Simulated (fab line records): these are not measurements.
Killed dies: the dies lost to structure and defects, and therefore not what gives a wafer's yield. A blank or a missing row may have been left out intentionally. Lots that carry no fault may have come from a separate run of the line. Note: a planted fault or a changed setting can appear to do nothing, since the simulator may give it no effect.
fab line records	flow n5Finfet
record: lots: 7	wafers: 21
route steps=1938 shown PMOS_HMC_CHANNEL_EPI@59 FIN_SAQP@130 FIN_CUT@169 SD_EPI_N@288 SD_EPI_P@300 SDB@350 HKMG_FIN@428
startH: the number of hours between the record's first day and the start of the first shown wafer of the lot	waitH: how many hours have passed since the lot's step before this one	" the same as in the row above	L1.1+2: a row that stands for several wafers	- value missing, or start not given	* or withheld: withheld	< > ~ a bound
route shown NAME@n: names a module that has steps shown in the file, with the first one's number in the route	usual: average and standard deviation across the fault-free wafers	same: alike in all rows	chamber/n: place in a boat	sites: per-site readings	_std_site: their standard deviation	_edge_site: inner sites' mean taken away from outer sites' mean	radiusMm: how far each site lies from the wafer's centre	mask NAME#n: copy n	behind: the last tool/chamber to shape the wafer	hold: cause of the lot's hold/its duration in hours/its outcome	device: the n, p or np transistor that did not switch	end of line: the same wafers' tests at the end of the route	a step without rows: its recipe alone	killed: at the first sort, the dies lost to defects and structure; wafer yield is something else	map: dies across one wafer; x = killed, . = not, _ = none there
set.NAME: the setting as run; set.NAME@STEP: as run at that earlier step	model.NAME: the simulator's own value behind a step, which no gauge read
lots with deliberately changed settings; one table per step, one row per wafer
== steps ==
step: N5_PMOS_HMC_CHANNEL_EPI_COAT_03
recipe: resist: CAR-ArF-block	spinRpm: 1500	resistThkNm: 205
lot.wafer	tool	chamber	startH	waitH	set.spinRpm	model.CAR-ArF-block_of_PMOS_HMC_CHANNEL_EPI_COAT_03.thkNm
L084.3	lithoTrack-03	0	-	-	1420	210.3
L084.4	"	0	"	"	1500	204.6
L084.5	"	0	"	"	1420	209.8
L085.1	lithoTrack-04	0	-	-	1500	203.4
L085.2	"	0	"	"	1500	203.9
L085.3	"	0	"	"	1345	214.8
L086.3	lithoTrack-03	0	-	-	1500	204.3
L086.4	"	0	"	"	1500	204.9
L086.5	"	0	"	"	1500	205.3
L089.1	lithoTrack-02	0	-	-	1626	196.4
L089.5	"	0	"	"	1626	196.7
L089.6	"	0	"	"	1500	204.7
L090.2+4+5	lithoTrack-04	0	-	-	1500	205.6
L096.1	lithoTrack-04	0	-	-	1500	205.9
L096.2	"	0	"	"	1500	206.5
L096.6	"	0	"	"	1500	205.5
L097.2	lithoTrack-02	0	-	-	1500	204.9
L097.4	"	0	"	"	1500	205
L097.5	"	0	"	"	1500	204.6
step: N5_PMOS_HMC_CHANNEL_EPI_DEVELOP_08
recipe: developTimeS: 30	developer: TMAH	resist: CAR-ArF-block	devTempC: 23	rinseLiquid: diw	dry: airSpin
lot.wafer	tool	chamber	startH	waitH	set.developTimeS
L084.3+4+5	lithoTrack-04	0	-	-	30
L085.1	lithoTrack-04	0	-	-	30
L085.2+3	"	0	"	"	32.03
L086.3+4+5	lithoTrack-02	0	-	-	30
L089.1+6	lithoTrack-02	0	-	-	26.32
L089.5	"	0	"	"	30
L090.2	lithoTrack-04	0	-	-	27.08
L090.4+5	"	0	"	"	30
L096.1+6	lithoTrack-02	0	-	-	25.95
L096.2	"	0	"	"	30
L097.2	lithoTrack-02	0	-	-	30
L097.4+5	"	0	"	"	27.32
step: N5_PMOS_HMC_CHANNEL_EPI_DESCUM_14
recipe: chemistry: O2	timeS: 7.9	sourcePowerW: 50	biasPowerW: 20	pressureMtorr: 20	rfFrequencyHz: 2.712e+07	tempC: 40	resist: CAR-ArF-block	o2FlowSccm: 225
step: N5_PMOS_HMC_CHANNEL_EPI_ETCH_32
recipe: chemistry: N2/H2	target: BARC	stopOn: SiO2	targetDepthA: 858	overEtchFrac: 0.3	timeS: 50.3	ionEnergyEv: 200	maskMaterial: CAR-ArF-block	pressureMtorr: 30	sourceW: 840	biasW: 150	n2FlowSccm: 200	h2FlowSccm: 200
lot.wafer	tool	chamber	startH	waitH	set.spinRpm@PMOS_HMC_CHANNEL_EPI_COAT_03	model.CAR-ArF-block_of_PMOS_HMC_CHANNEL_EPI_COAT_03.thkNm
L084.3	rieDiel-01	1	77.35	0.0	1420	138.1
L084.4	"	0	"	"	1500	132.4
L084.5	"	0	"	"	1420	136.9
L085.1	rieDiel-03	2	83.87	0.0	1500	130.2
L085.2	"	0	"	"	1500	132.2
L085.3	"	3	"	"	1345	145.6
L086.3	rieDiel-03	2	89.26	0.0	1500	131.8
L086.4	"	1	"	"	1500	134.2
L086.5	"	2	"	"	1500	132
L089.1	rieDiel-02	2	107.27	0.0	1626	126
L089.5	"	0	"	"	1626	126.4
L089.6	"	3	"	"	1500	131.8
L090.2	rieDiel-02	0	114.49	0.0	1500	136.4
L090.4	"	3	"	"	1500	133
L090.5	"	1	"	"	1500	134.2
L096.1+6	rieDiel-01	2,1	150.14	0.0	1500	134.5
L096.2	"	3	"	"	1500	130.3
L097.2	rieDiel-02	2	155.93	0.0	1500	134.7
L097.4	"	1	"	"	1500	131.6
L097.5	"	1	"	"	1500	131.3
step: N5_FIN_SAQP_ETCH_65
recipe: chemistry: CF4	target: SiO2	targetDepthA: 40	ionEnergyEv: 350	timeS: 4.4	pressureMtorr: 10	icpW: 800	biasW: 400	cf4FlowSccm: 80
lot.wafer	tool	chamber	startH	waitH	set.timeS	model.etch.depthNm
L084.3	rieSi-04	3	83.60	0.1	4.4	3.972
L084.4	"	1	"	"	4.4	3.871
L084.5	"	0	"	"	4.4	3.931
L085.1	rieSi-01	2	90.28	0.1	4.4	3.622
L085.2	"	1	"	"	4.4	3.999
L085.3	"	3	"	"	4.4	3.971
L086.3	rieSi-02	0	95.97	0.1	4.4	4.108
L086.4	"	1	"	"	4.4	4.11
L086.5	"	0	"	"	4.4	4.152
L089.1	rieSi-01	2	114.12	0.1	3.833	3.162
L089.5	"	0	"	"	4.4	4.147
L089.6	"	3	"	"	4.4	3.942
L090.2	rieSi-02	0	121.13	0.1	4.4	4.266
L090.4	"	3	"	"	3.445	3.16
L090.5	"	1	"	"	4.4	4.164
L096.1	rieSi-02	0	157.52	0.1	3.671	3.501
L096.2	"	3	"	"	4.4	4.03
L096.6	"	1	"	"	4.4	4.121
L097.2	rieSi-04	0	162.44	0.1	4.4	4.02
L097.4	"	1	"	"	4.777	4.301
L097.5	"	3	"	"	4.4	4.021
step: N5_FIN_CUT_ETCH_21
recipe: chemistry: N2/H2	target: SOC	targetDepthA: 2190	overetchA: 438	maskMaterial: SiARC	tempC: 40	ionEnergyEv: 100	biasW: 61	timeS: 523.5	pressureMtorr: 30	sourceW: 850	n2FlowSccm: 200	h2FlowSccm: 200
lot.wafer	tool	chamber	startH	waitH	set.timeS	model.SiARC_of_FIN_CUT_COAT_19.thkNm
L084.3	rieDiel-02	1	86.55	0.0	523.5	12
L084.4	"	3	"	"	523.5	11.8
L084.5	"	1	"	"	577.2	11
L085.1	rieDiel-03	0	93.31	0.0	408.4	13.6
L085.2	"	1	"	"	523.5	12
L085.3	"	3	"	"	523.5	12.2
L086.3	rieDiel-02	3	99.03	0.0	523.5	11.8
L086.4+5	"	1	"	"	523.5	12
L089.1+5+6	rieDiel-01	2,1,2	117.01	0.0	523.5	11.8
L090.2	rieDiel-02	1	123.74	0.0	523.5	11.8
L090.4	"	2	"	"	523.5	12.2
L090.5	"	3	"	"	566.4	11
L096.1	rieDiel-01	2	160.21	0.0	490.4	12.6
L096.2	"	0	"	"	523.5	11.8
L096.6	"	0	"	"	490.4	12.4
L097.2	rieDiel-01	3	165.39	0.0	481.9	12.4
L097.4	"	2	"	"	523.5	12.2
L097.5	"	0	"	"	523.5	11.8
step: N5_SD_EPI_N_EPI_21
recipe: material: Si:P	dopant: P	tempC: 680	pressureTorr: 255	timeS: 690
lot.wafer	tool	chamber	startH	waitH	set.epiGrowthTimeS	model.Si-P_of_SD_EPI_N_EPI_21.thkNm
L084.3	epiRpcvd-04	0	117.68	0.9	742.1	61.2
L084.4	"	0	"	"	690	58.6
L084.5	"	0	"	"	690	58.4
L085.1	epiRpcvd-01	0	118.37	0.1	666.2	57.2
L085.2	"	0	"	"	690	58
L085.3	"	0	"	"	690	57.8
L086.3	epiRpcvd-03	0	126.91	0.7	690	58.6
L086.4	"	0	"	"	690	58.8
L086.5	"	0	"	"	690	59.2
L089.1	epiRpcvd-01	0	141.74	0.1	690	57.6
L089.5	"	0	142.86	1.1	690	57.8
L089.6	"	0	"	"	670.8	57.2
L090.2+5	epiRpcvd-03	0	156.03	0.4	690	58.8
L090.4	"	0	"	"	690	58.6
L096.1	epiRpcvd-03	0	183.05	0.3	761.3	63.8
L096.2	"	0	"	"	761.3	63.2
L096.6	"	0	185.54	2.5	690	59
L097.2+4	epiRpcvd-03	0	191.07	0.5	690	60.4
L097.5	"	0	192.19	1.5	690	59.4
step: N5_SD_EPI_P_EXPOSE_06
recipe: maskId: SD_P_BLK	na: 1.35	sourceShape: conventional	sigmaOuter: 0.8	polarization: unpolarized	targetCdNm: 240	doseMj: 39.5
lot.wafer	tool	chamber	startH	waitH	mask	set.doseMj
L084.3	arfiScanner-03	0	120.25	-	SD_P_BLK#0	40.33
L084.4+5	"	0	"	"	SD_P_BLK#0	39.5
L085.1+2	arfiScanner-01	0	121.25	-	SD_P_BLK#0	39.5
L085.3	"	0	"	"	SD_P_BLK#0	42.13
L086.3+4+5	arfiScanner-03	0	128.91	-	SD_P_BLK#0	39.5
L089.1+6	arfiScanner-01	0	144.19	-	SD_P_BLK#0	39.5
L089.5	"	0	"	"	SD_P_BLK#0	40.71
L090.2+4+5	arfiScanner-02	0	158.32	-	SD_P_BLK#0	39.5
L096.1+2+6	arfiScanner-01	0	186.84	-	SD_P_BLK#0	39.5
L097.2+5	arfiScanner-02	0	194.72	-	SD_P_BLK#0	36.58
L097.4	"	0	"	"	SD_P_BLK#0	39.5
step: N5_SD_EPI_P_PEB_07
recipe: pebTempC: 110	pebTimeS: 60	resist: CAR-ArF-block
step: N5_SD_EPI_P_DEVELOP_08
recipe: developTimeS: 30	developer: TMAH	resist: CAR-ArF-block	devTempC: 23	rinseLiquid: diw	dry: airSpin
step: N5_SD_EPI_P_CD_MEAS_09
recipe: targetCdNm: 240	landingEnergyEv: 500	detector: seInlens
usual: cdNm: 240.4/0.94
lot.wafer	tool	chamber	startH	waitH	set.doseMj@SD_EPI_P_EXPOSE_06	cdNm
L084.3	cdSem-02	0	120.37	-	40.33	241.7
L084.4	"	0	"	"	39.5	240.0
L084.5	"	0	"	"	39.5	240.4
L085.1	cdSem-02	0	121.38	-	39.5	240.2
L085.2	"	0	"	"	39.5	240.9
L085.3	"	0	"	"	42.13	245.1
L086.3	cdSem-01	0	129.02	-	39.5	240.9
L086.4	"	0	"	"	39.5	240.4
L086.5	"	0	"	"	39.5	240.5
L089.1	cdSem-01	0	144.32	-	39.5	239.3
L089.5	"	0	"	"	40.71	242.0
L089.6	"	0	"	"	39.5	239.8
L090.2	cdSem-03	0	158.44	-	39.5	240.1
L090.4	"	0	"	"	39.5	240.8
L090.5	"	0	"	"	39.5	242.0
L096.1	cdSem-01	0	186.97	-	39.5	240.1
L096.2	"	0	"	"	39.5	240.6
L096.6	"	0	"	"	39.5	240.7
L097.2	cdSem-03	0	194.84	-	36.58	235.8
L097.4	"	0	"	"	39.5	241.0
L097.5	"	0	"	"	36.58	235.2
step: N5_SD_EPI_P_DESCUM_14
recipe: chemistry: O2	timeS: 7.9	sourcePowerW: 50	biasPowerW: 20	pressureMtorr: 20	rfFrequencyHz: 2.712e+07	tempC: 40	resist: CAR-ArF-block	o2FlowSccm: 225
lot.wafer	tool	chamber	startH	waitH	set.doseMj@SD_EPI_P_EXPOSE_06	model.SD_EPI_P.cdNm
L084.3	rieDiel-02	0	120.63	0.2	40.33	241.8
L084.4	"	3	"	"	39.5	240
L084.5	"	3	"	"	39.5	240.2
L085.1	rieDiel-02	1	121.47	0.0	39.5	240.4
L085.2	"	0	"	"	39.5	240.6
L085.3	"	3	"	"	42.13	245.4
L086.3	rieDiel-01	0	129.11	0.0	39.5	241.2
L086.4	"	3	"	"	39.5	240.6
L086.5	"	0	"	"	39.5	240.2
L089.1	rieDiel-02	3	144.41	0.0	39.5	239.8
L089.5	"	1	"	"	40.71	242.2
L089.6	"	2	"	"	39.5	240
L090.2	rieDiel-01	1	158.53	0.0	39.5	240.2
L090.4	"	3	"	"	39.5	241
L090.5	"	0	"	"	39.5	242
L096.1	rieDiel-02	1	187.07	0.0	39.5	240.2
L096.2	"	3	"	"	39.5	240.6
L096.6	"	1	"	"	39.5	241
L097.2	rieDiel-03	2	194.93	0.0	36.58	235.8
L097.4	"	3	"	"	39.5	241
L097.5	"	1	"	"	36.58	235.4
step: N5_SD_EPI_P_ETCH_36
recipe: chemistry: CF4	target: SiARC	targetDepthA: 455	maskMaterial: CAR-ArF-block	timeS: 75.8	ionEnergyEv: 80	pressureMtorr: 40	sourceW: 545	biasW: 36	Ar_flow_sccm: 100	cf4FlowSccm: 100	ends: cleared
lot.wafer	tool	chamber	startH	waitH	set.doseMj@SD_EPI_P_EXPOSE_06	model.SD_EPI_P.cdNm
L084.3	rieDiel-02	0	120.67	0.0	40.33	241.8
L084.4	"	3	"	"	39.5	240
L084.5	"	3	"	"	39.5	240.4
L085.1+2	rieDiel-02	1,0	121.50	0.0	39.5	240.6
L085.3	"	3	"	"	42.13	245.4
L086.3	rieDiel-01	0	129.14	0.0	39.5	241.2
L086.4	"	3	"	"	39.5	240.6
L086.5	"	0	"	"	39.5	240.2
L089.1	rieDiel-02	3	144.44	0.0	39.5	239.6
L089.5	"	1	"	"	40.71	242
L089.6	"	2	"	"	39.5	240.4
L090.2	rieDiel-01	1	158.56	0.0	39.5	240.4
L090.4	"	3	"	"	39.5	241
L090.5	"	0	"	"	39.5	242.4
L096.1	rieDiel-02	1	187.10	0.0	39.5	240.4
L096.2	"	3	"	"	39.5	240.8
L096.6	"	1	"	"	39.5	241.4
L097.2	rieDiel-03	2	194.96	0.0	36.58	236
L097.4	"	3	"	"	39.5	241.2
L097.5	"	1	"	"	36.58	235.2
step: N5_SD_EPI_P_ETCH_37
recipe: chemistry: N2/H2	target: SOC	overetchA: 1080	maskMaterial: SiARC	tempC: 40	ionEnergyEv: 100	sourceW: 3000	biasW: 133	pressureMtorr: 20	timeS: 486	n2FlowSccm: 200	h2FlowSccm: 200	ends: endPoint
step: N5_SD_EPI_P_STRIP_38
recipe: chemistry: N2/H2	tempC: 40	n2FlowSccm: 200	h2FlowSccm: 200	rfFrequencyHz: 6e+07
step: N5_SD_EPI_P_HM_STRIP_48
recipe: chemistry: H3PO4	tempC: 160	material: SiNx	target: SiNx	targetDepthA: 30	overetchFraction: 0.3
step: N5_SD_EPI_P_SRD_49
recipe: dry: ipaMarangoni	timeS: 30	tempC: 23	rinseLiquid: diw
step: N5_SD_EPI_P_PRECLEAN_24
recipe: chemistry: O3/DIW	timeS: 45	tempC: 22	o3Ppm: 10
lot.wafer	tool	chamber	startH	waitH	set.epiGrowthTimeS@SD_EPI_N_EPI_21	model.Si-P_of_SD_EPI_N_EPI_21.thkNm
L084.3	wetBench-03	1	124.28	0.0	742.1	60.4
L084.4	"	5	"	"	690	57.8
L084.5	"	7	"	"	690	57.6
L085.1	wetBench-02	3	125.13	0.0	666.2	56.4
L085.2	"	6	"	"	690	57.2
L085.3	"	7	"	"	690	57
L086.3	wetBench-03	2	132.76	0.0	690	57.8
L086.4	"	3	"	"	690	58
L086.5	"	5	"	"	690	58.4
L089.1	wetBench-03	7	148.84	0.0	690	56.8
L089.5	"	0	"	"	690	57
L089.6	"	5	"	"	670.8	56.4
L090.2+5	wetBench-02	3,1	162.18	0.0	690	58
L090.4	"	2	"	"	690	57.8
L096.1	wetBench-05	1	190.71	0.0	761.3	62.8
L096.2	"	5	"	"	761.3	62.4
L096.6	"	6	"	"	690	58.2
L097.2+4	wetBench-02	0,2	198.58	0.0	690	59.6
L097.5	"	7	"	"	690	58.6
step: N5_SDB_COAT_05
recipe: resist: CAR-ArF	spinRpm: 1500	resistThkNm: 90
lot.wafer	tool	chamber	startH	waitH	set.spinRpm	model.CAR-ArF_of_SDB_COAT_05.thkNm
L084.3	lithoTrack-05	0	-	-	1373	93.8
L084.4	"	0	"	"	1373	94.2
L084.5	"	0	"	"	1500	90
L085.1	lithoTrack-02	0	-	-	1500	90.4
L085.2+3	"	0	"	"	1500	90.2
L086.3	lithoTrack-02	0	-	-	1500	90
L086.4+5	"	0	"	"	1500	89.8
L089.1	lithoTrack-02	0	-	-	1389	93.6
L089.5	"	0	"	"	1500	90.4
L089.6	"	0	"	"	1389	94
L090.2+4	lithoTrack-02	0	-	-	1451	91.6
L090.5	"	0	"	"	1500	90.2
L096.1	lithoTrack-05	0	-	-	1423	92.6
L096.2	"	0	"	"	1423	92.8
L096.6	"	0	"	"	1500	90.2
L097.2+4+5	lithoTrack-02	0	-	-	1500	89.8
step: N5_SDB_EXPOSE_08
recipe: maskId: SDB	na: 1.35	sourceShape: conventional	sigmaOuter: 0.5	polarization: unpolarized	doseMj: 49.6
lot.wafer	tool	chamber	startH	waitH	mask	set.doseMj
L084.3+4+5	arfiScanner-03	0	131.73	-	SDB#0	49.6
L085.1+3	arfiScanner-03	0	132.46	-	SDB#0	49.6
L085.2	"	0	"	"	SDB#0	48.44
L086.3+4+5	arfiScanner-02	0	140.99	-	SDB#0	49.6
L089.1+5	arfiScanner-01	0	156.59	-	SDB#0	48.42
L089.6	"	0	"	"	SDB#0	49.6
L090.2	arfiScanner-02	0	170.45	-	SDB#0	49.6
L090.4+5	"	0	"	"	SDB#0	47.93
L096.1	arfiScanner-01	0	198.66	-	SDB#0	49.6
L096.2+6	"	0	"	"	SDB#0	50.75
L097.2+4+5	arfiScanner-02	0	206.68	-	SDB#0	49.6
step: N5_SDB_PEB_09
recipe: pebTempC: withheld	pebTimeS: 60	resist: CAR-ArF
step: N5_SDB_DEVELOP_10
recipe: developTimeS: 30	developer: TMAH	resist: CAR-ArF	rinseLiquid: diw	dry: airSpin	devTempC: 23
lot.wafer	tool	chamber	startH	waitH	set.spinRpm@SDB_COAT_05	model.CAR-ArF_of_SDB_COAT_05.thkNm
L084.3	lithoTrack-05	0	-	-	1373	92
L084.4	"	0	"	"	1373	92.4
L084.5	"	0	"	"	1500	88.4
L085.1+2	lithoTrack-01	0	-	-	1500	88.6
L085.3	"	0	"	"	1500	88.4
L086.3+4+5	lithoTrack-02	0	-	-	1500	88.2
L089.1	lithoTrack-05	0	-	-	1389	91.8
L089.5	"	0	"	"	1500	88.8
L089.6	"	0	"	"	1389	92.2
L090.2+4	lithoTrack-02	0	-	-	1451	89.8
L090.5	"	0	"	"	1500	88.6
L096.1	lithoTrack-02	0	-	-	1423	91
L096.2	"	0	"	"	1423	91.2
L096.6	"	0	"	"	1500	88.4
L097.2	lithoTrack-05	0	-	-	1500	88.2
L097.4+5	"	0	"	"	1500	88
step: N5_HKMG_FIN_PEB_10
recipe: pebTempC: withheld	pebTimeS: 60	resist: CAR-ArF
lot.wafer	tool	chamber	startH	waitH	set.pebTimeS
L084.3+4+5	lithoTrack-04	0	141.15	0.0	60
L085.1+2	lithoTrack-03	0	141.57	0.1	49.48
L085.3	"	0	"	"	60
L086.3+4+5	lithoTrack-05	0	149.91	0.0	60
L089.1+5+6	lithoTrack-05	0	170.49	0.1	60
L090.2+5	lithoTrack-05	0	181.32	0.0	63.93
L090.4	"	0	"	"	60
L096.1+2+6	lithoTrack-05	0	209.21	0.1	60
L097.2+4+5	lithoTrack-04	0	217.33	0.0	60
step: N5_HKMG_FIN_DEVELOP_11
recipe: developTimeS: 30	developer: TMAH	resist: CAR-ArF	devTempC: 23	rinseLiquid: diw	dry: airSpin
step: N5_HKMG_FIN_CD_MEAS_12
recipe: targetCdNm: 92.8	landingEnergyEv: 500	detector: seInlens
usual: cdNm: 92.8/0.86
lot.wafer	tool	chamber	startH	waitH	set.pebTimeS@HKMG_FIN_PEB_10	cdNm
L084.3	cdSem-01	0	141.22	-	60	93.9
L084.4	"	0	"	"	60	93.1
L084.5	"	0	"	"	60	92.1
L085.1	cdSem-03	0	141.64	-	49.48	84.8
L085.2	"	0	"	"	49.48	86.1
L085.3	"	0	"	"	60	92.6
L086.3	cdSem-01	0	149.97	-	60	92.7
L086.4	"	0	"	"	60	92.9
L086.5	"	0	"	"	60	92.2
L089.1	cdSem-01	0	170.56	-	60	93.0
L089.5	"	0	"	"	60	93.0
L089.6	"	0	"	"	60	93.8
L090.2	cdSem-01	0	181.38	-	63.93	95.6
L090.4	"	0	"	"	60	92.0
L090.5	"	0	"	"	63.93	95.4
L096.1	cdSem-01	0	209.28	-	60	92.3
L096.2	"	0	"	"	60	92.5
L096.6	"	0	"	"	60	93.4
L097.2	cdSem-02	0	217.39	-	60	92.6
L097.4	"	0	"	"	60	92.9
L097.5	"	0	"	"	60	91.3
== key ==
split: step: N5_PMOS_HMC_CHANNEL_EPI_COAT_03	setting: spinRpm	stated: 1500	by: wafer
response: step: N5_PMOS_HMC_CHANNEL_EPI_COAT_03	reading: model.CAR-ArF-block_of_PMOS_HMC_CHANNEL_EPI_COAT_03.thkNm	change: -1.04	per: 1%	r: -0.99
response: step: N5_PMOS_HMC_CHANNEL_EPI_ETCH_32	reading: model.CAR-ArF-block_of_PMOS_HMC_CHANNEL_EPI_COAT_03.thkNm	change: -1.08	per: 1%	r: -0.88
split: step: N5_PMOS_HMC_CHANNEL_EPI_DEVELOP_08	setting: developTimeS	stated: 30	by: wafer
response none clear
split: step: N5_FIN_SAQP_ETCH_65	setting: timeS	stated: 4.4	by: wafer
response: step: N5_FIN_SAQP_ETCH_65	reading: model.etch.depthNm	change: +0.0469	per: 1%	r: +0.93
split: step: N5_FIN_CUT_ETCH_21	setting: timeS	stated: 523.5	by: wafer
response: step: N5_FIN_CUT_ETCH_21	reading: model.SiARC_of_FIN_CUT_COAT_19.thkNm	change: -0.0764	per: 1%	r: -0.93
split: step: N5_SD_EPI_N_EPI_21	setting: epiGrowthTimeS	stated: 690	by: wafer
response: step: N5_SD_EPI_N_EPI_21	reading: model.Si-P_of_SD_EPI_N_EPI_21.thkNm	change: +0.385	per: 1%	r: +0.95
response: step: N5_SD_EPI_P_PRECLEAN_24	reading: model.Si-P_of_SD_EPI_N_EPI_21.thkNm	change: +0.38	per: 1%	r: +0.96
split: step: N5_SD_EPI_P_EXPOSE_06	setting: doseMj	stated: 39.5	by: wafer
response: step: N5_SD_EPI_P_CD_MEAS_09	reading: cdNm	change: +0.724	per: 1%	r: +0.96
response: step: N5_SD_EPI_P_DESCUM_14	reading: model.SD_EPI_P.cdNm	change: +0.737	per: 1%	r: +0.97
response: step: N5_SD_EPI_P_ETCH_36	reading: model.SD_EPI_P.cdNm	change: +0.735	per: 1%	r: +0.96
split: step: N5_SDB_COAT_05	setting: spinRpm	stated: 1500	by: wafer
response: step: N5_SDB_COAT_05	reading: model.CAR-ArF_of_SDB_COAT_05.thkNm	change: -0.468	per: 1%	r: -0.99
response: step: N5_SDB_DEVELOP_10	reading: model.CAR-ArF_of_SDB_COAT_05.thkNm	change: -0.45	per: 1%	r: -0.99
split: step: N5_SDB_EXPOSE_08	setting: doseMj	stated: 49.6	by: wafer
response none clear
split: step: N5_HKMG_FIN_PEB_10	setting: pebTimeS	stated: 60	by: wafer
response: step: N5_HKMG_FIN_CD_MEAS_12	reading: cdNm	change: +0.423	per: 1%	r: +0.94
